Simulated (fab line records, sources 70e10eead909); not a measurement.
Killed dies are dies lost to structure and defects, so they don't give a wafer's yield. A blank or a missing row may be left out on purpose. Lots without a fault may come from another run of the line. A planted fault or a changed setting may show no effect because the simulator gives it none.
Chamber matching | flow nand_harc | NHARC_A_SLIT_ETCH_29 on rie_diel-02: 4 sister chambers
The step etches the open film in CF4/O2, target depth 100 nm, overetch 10 nm, time 55 s. 16 wafers are shown with their chamber, then 8 later ones without.

WAFERS WITH THEIR CHAMBER
wafer  | chamber | drypump_motor_current_A (A) | oes_product_au (a.u.) | rf_vpp_V (V)
L077.1 | 3       | 6.0                         | 1.000                 | 198.9
L077.4 | 2       | 6.1                         | 0.996                 | 198.6
L077.6 | 2       | 6.0                         | 1.000                 | 199.6
L082.1 | 1       | 6.2                         | 0.985                 | 198.2
L082.4 | 2       | 6.0                         | 0.999                 | 198.8
L082.6 | 2       | 6.1                         | 1.004                 | 199.5
L086.1 | 1       | 6.2                         | 0.982                 | 199.6
L086.2 | 3       | 6.0                         | 0.988                 | 197.6
L086.5 | 0       | 5.5                         | 1.008                 | 198.3
L088.2 | 1       | 6.2                         | 0.995                 | 198.4
L088.3 | 2       | 6.1                         | 1.003                 | 199.9
L088.6 | 3       | 6.0                         | 1.000                 | 196.5
L085.1 | 3       | 5.9                         | 0.997                 | 197.4
L085.2 | 1       | 6.2                         | 1.006                 | 197.2
L085.3 | 0       | 5.5                         | 1.009                 | 196.8
L091.4 | 3       | 6.0                         | 0.998                 | 197.9

SIGNATURES (means of the wafers above)
reading                 | chamber 0 | chamber 1 | chamber 2 | chamber 3 | scatter within a chamber
drypump_motor_current_A | 5.500     | 6.200     | 6.060     | 5.980     | 0.0408
oes_product_au          | 1.00850   | 0.99200   | 1.00040   | 0.99660   | 0.00642
rf_vpp_V                | 197.550   | 198.350   | 199.280   | 197.660   | 0.83
Rule: a wafer's distance from a chamber is the root of the sum, over the readings, of the square of ((its reading less the chamber's mean) divided by the reading's scatter). The wafer belongs to the nearest chamber; if the next one is less than 2 further off, it can't be placed. The scatter: the root of (the sum of the squares of (reading less its chamber's mean) over the shown wafers, divided by (wafers less chambers)).

WAFERS WITHOUT THEIR CHAMBER
wafer  | drypump_motor_current_A (A) | oes_product_au (a.u.) | rf_vpp_V (V)
L091.5 | 6.0                         | 0.990                 | 197.9
L091.6 | 5.5                         | 0.991                 | 198.0
L092.3 | 5.5                         | 1.021                 | 199.0
L092.4 | 6.0                         | 1.009                 | 198.2
L092.6 | 6.1                         | 1.010                 | 200.3
L094.1 | 6.0                         | 0.998                 | 196.5
L094.2 | 5.4                         | 1.001                 | 196.2
L094.5 | 6.0                         | 1.000                 | 196.4

WHICH CHAMBER EACH WENT THROUGH
wafer  | from the rows above     | in truth
L091.5 | can't be placed: 3 or 2 | 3
L091.6 | 0                       | 0
L092.3 | 0                       | 0
L092.4 | can't be placed: 3 or 2 | 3
L092.6 | 2                       | 2
L094.1 | 3                       | 3
L094.2 | 0                       | 0
L094.5 | 3                       | 3
Placed correctly: 6 of 8. Can't be placed from these rows: 2 (the true chamber is among the candidates in 2). Placed wrongly: 0.
